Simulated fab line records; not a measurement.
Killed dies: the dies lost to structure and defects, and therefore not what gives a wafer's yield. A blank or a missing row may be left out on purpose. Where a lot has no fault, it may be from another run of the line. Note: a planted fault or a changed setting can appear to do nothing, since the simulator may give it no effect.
Matching of chambers :: flow n5_finfet :: ald_sin-04 running N5_GATE_CUT_ALD_22: 4 sister chambers
The step deposits SiNx, target thk 16 nm, pulse time 1 s, ald cycles 320. 8 wafers are shown with their chamber, then 9 later ones without.

## WAFERS, EACH WITH ITS CHAMBER
wafer: L077.3
chamber: 1
heater_power_outer_w (W): 505
heater_power_w (W): 842

wafer: L077.5
chamber: 3
heater_power_outer_w (W): 465
heater_power_w (W): 808

wafer: L084.1
chamber: 2
heater_power_outer_w (W): 629
heater_power_w (W): 1007

wafer: L084.3
chamber: 0
heater_power_outer_w (W): 561
heater_power_w (W): 886

wafer: L084.6
chamber: 3
heater_power_outer_w (W): 465
heater_power_w (W): 791

wafer: L089.1
chamber: 1
heater_power_outer_w (W): 515
heater_power_w (W): 841

wafer: L089.3
chamber: 0
heater_power_outer_w (W): 552
heater_power_w (W): 926

wafer: L089.4
chamber: 2
heater_power_outer_w (W): 643
heater_power_w (W): 979

## WAFERS WHOSE CHAMBER IS MISSING
wafer: L092.2
heater_power_outer_w (W): 635
heater_power_w (W): 980

wafer: L092.5
heater_power_outer_w (W): 638
heater_power_w (W): 1002

wafer: L092.6
heater_power_outer_w (W): 468
heater_power_w (W): 819

wafer: L095.2
heater_power_outer_w (W): 556
heater_power_w (W): 888

wafer: L095.3
heater_power_outer_w (W): 473
heater_power_w (W): 829

wafer: L095.5
heater_power_outer_w (W): 527
heater_power_w (W): 857

wafer: L097.1
heater_power_outer_w (W): 473
heater_power_w (W): 790

wafer: L097.2
heater_power_outer_w (W): 527
heater_power_w (W): 841

wafer: L097.3
heater_power_outer_w (W): 632
heater_power_w (W): 991

## WHICH CHAMBER EACH ONE RAN IN
wafer: L092.2
from the rows above: 2
in truth: 2

wafer: L092.5
from the rows above: 2
in truth: 2

wafer: L092.6
from the rows above: 3
in truth: 3

wafer: L095.2
from the rows above: 0
in truth: 0

wafer: L095.3
from the rows above: 3
in truth: 3

wafer: L095.5
from the rows above: 1
in truth: 1

wafer: L097.1
from the rows above: 3
in truth: 3

wafer: L097.2
from the rows above: 1
in truth: 1

wafer: L097.3
from the rows above: 2
in truth: 2
Correctly placed: 9 of 9. Can't be placed from these rows: 0. Number placed wrongly: 0.
How it was worked out, from the rows above alone: a wafer's distance from a chamber is the root of the sum, over the readings, of the square of ((its reading less the chamber's mean) divided by the reading's scatter). The wafer belongs to the nearest chamber; if the next one is less than 2 further off, it can't be placed. A chamber's mean is the mean of its shown wafers. The scatter: the root of (the sum of the squares of (reading less its chamber's mean) over the shown wafers, divided by (wafers less chambers)).
